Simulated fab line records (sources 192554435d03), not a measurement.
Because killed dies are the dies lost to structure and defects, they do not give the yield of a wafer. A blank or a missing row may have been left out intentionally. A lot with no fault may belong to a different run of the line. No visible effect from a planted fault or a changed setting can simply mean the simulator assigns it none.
Chamber matching -- flow n5Finfet -- 4 sister chambers for N5_GATE_CUT_DESCUM_18 on rieDiel-06
The step chemistry O2, time 7 s. 14 wafers are shown with their chamber, then 7 later ones without.

## WAFERS, EACH WITH ITS CHAMBER
wafer,chamber,showerheadPlenumPTorr (Torr),drypumpMotorCurrentA (A),oesProductAu (a.u.)
L074.1,0,2.06,5.3,0.92
L074.3,3,1.99,5.3,0.76
L074.5,0,2.06,5.3,0.92
L075.3,2,2.15,4.8,0.67
L075.4,3,1.99,5.3,0.76
L075.6,2,2.15,4.8,0.68
L080.1,3,1.98,5.3,0.75
L080.2,1,1.98,5.2,0.68
L080.6,0,2.06,5.3,0.88
L081.2,1,1.97,5.1,0.67
L081.4,3,1.98,5.3,0.74
L081.5,2,2.15,4.8,0.67
L085.3,3,1.98,5.3,0.73
L085.5,0,2.06,5.3,0.86

SIGNATURES (means of the wafers above)
reading,chamber 0,chamber 1,chamber 2,chamber 3,scatter within a chamber
showerheadPlenumPTorr,2.0600,1.9750,2.1500,1.9840,0.00412
drypumpMotorCurrentA,5.300,5.150,4.800,5.300,0.0224
oesProductAu,0.8950,0.6750,0.6733,0.7480,0.0187
Rule: for a wafer and a chamber, the distance is found by dividing, reading by reading, the gap between the wafer's reading and the chamber's mean by the reading's scatter, squaring, summing and taking the root. The wafer belongs to the nearest chamber; if the next one is less than 2 further off, it can't be placed. The scatter: the root of (the sum of the squares of (reading less its chamber's mean) over the shown wafers, divided by (wafers less chambers)).

## WAFERS WITH NO CHAMBER GIVEN
wafer,showerheadPlenumPTorr (Torr),drypumpMotorCurrentA (A),oesProductAu (a.u.)
L085.6,1.98,5.2,0.74
L091.2,2.05,5.3,0.86
L091.4,2.05,5.4,0.86
L091.6,2.14,4.8,0.99
L092.2,1.98,5.3,0.72
L092.5,1.97,5.3,0.73
L092.6,2.05,5.4,0.86

## WHICH CHAMBER EACH ONE RAN IN
wafer,from the rows above,in truth
L085.6,can't be placed: 1 or 3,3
L091.2,0,0
L091.4,0,0
L091.6,2,2
L092.2,3,3
L092.5,3,3
L092.6,0,0
Correct placement for 6 of the 7. Can't be placed from these rows: 1 (the true chamber is among the candidates in 1). Placed wrongly: 0.
